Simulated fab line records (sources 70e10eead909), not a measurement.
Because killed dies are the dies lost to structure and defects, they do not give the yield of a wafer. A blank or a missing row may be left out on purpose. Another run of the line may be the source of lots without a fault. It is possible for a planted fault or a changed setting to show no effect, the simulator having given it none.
Chamber matching / flow nand_harc / pecvd-04 running NHARC_A_M0_DEP_32: 3 sister chambers
The step deposits SiCN, target thk 30 nm. 6 wafers are shown with their chamber, then 7 later ones without.

## WAFERS WITH THEIR CHAMBER
wafer=L082.6; chamber=1; heater_power_w (W)=586; susceptor_temp_C (C)=369.86
wafer=L084.1; chamber=1; heater_power_w (W)=512; susceptor_temp_C (C)=369.75
wafer=L084.3; chamber=2; heater_power_w (W)=521; susceptor_temp_C (C)=370.09
wafer=L084.5; chamber=0; heater_power_w (W)=573; susceptor_temp_C (C)=370.19
wafer=L083.1; chamber=0; heater_power_w (W)=495; susceptor_temp_C (C)=369.95
wafer=L083.5; chamber=2; heater_power_w (W)=445; susceptor_temp_C (C)=369.91

## WAFERS WHOSE CHAMBER IS MISSING
wafer=L083.6; heater_power_w (W)=497; susceptor_temp_C (C)=369.98
wafer=L094.4; heater_power_w (W)=557; susceptor_temp_C (C)=370.20
wafer=L094.5; heater_power_w (W)=442; susceptor_temp_C (C)=370.25
wafer=L094.6; heater_power_w (W)=488; susceptor_temp_C (C)=369.90
wafer=L096.3; heater_power_w (W)=443; susceptor_temp_C (C)=369.97
wafer=L096.4; heater_power_w (W)=536; susceptor_temp_C (C)=370.19
wafer=L096.5; heater_power_w (W)=640; susceptor_temp_C (C)=370.30

## EACH ONE'S CHAMBER
wafer=L083.6; from the rows above=can't be placed: 2 or 0 or 1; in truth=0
wafer=L094.4; from the rows above=can't be placed: 0 or 2 or 1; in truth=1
wafer=L094.5; from the rows above=can't be placed: 2 or 0 or 1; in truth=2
wafer=L094.6; from the rows above=can't be placed: 2 or 1 or 0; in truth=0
wafer=L096.3; from the rows above=can't be placed: 2 or 0 or 1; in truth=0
wafer=L096.4; from the rows above=can't be placed: 0 or 2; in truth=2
wafer=L096.5; from the rows above=can't be placed: 0 or 2 or 1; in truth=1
0 of 7 placed correctly. Can't be placed from these rows: 7 (the true chamber is among the candidates in 7). 0 placed wrongly.
How it was worked out, from the rows above alone: a wafer's distance from a chamber is the root of the sum, over the readings, of the square of ((its reading less the chamber's mean) divided by the reading's scatter). If the next closest chamber is less than 2 further off than the closest, the wafer can't be placed; otherwise it belongs to the closest. Each chamber's mean is taken over the wafers shown for it. How the scatter is found: for the shown wafers, subtract from each reading the mean of its chamber, square and add these, divide the total by (wafers less chambers), then take the root.
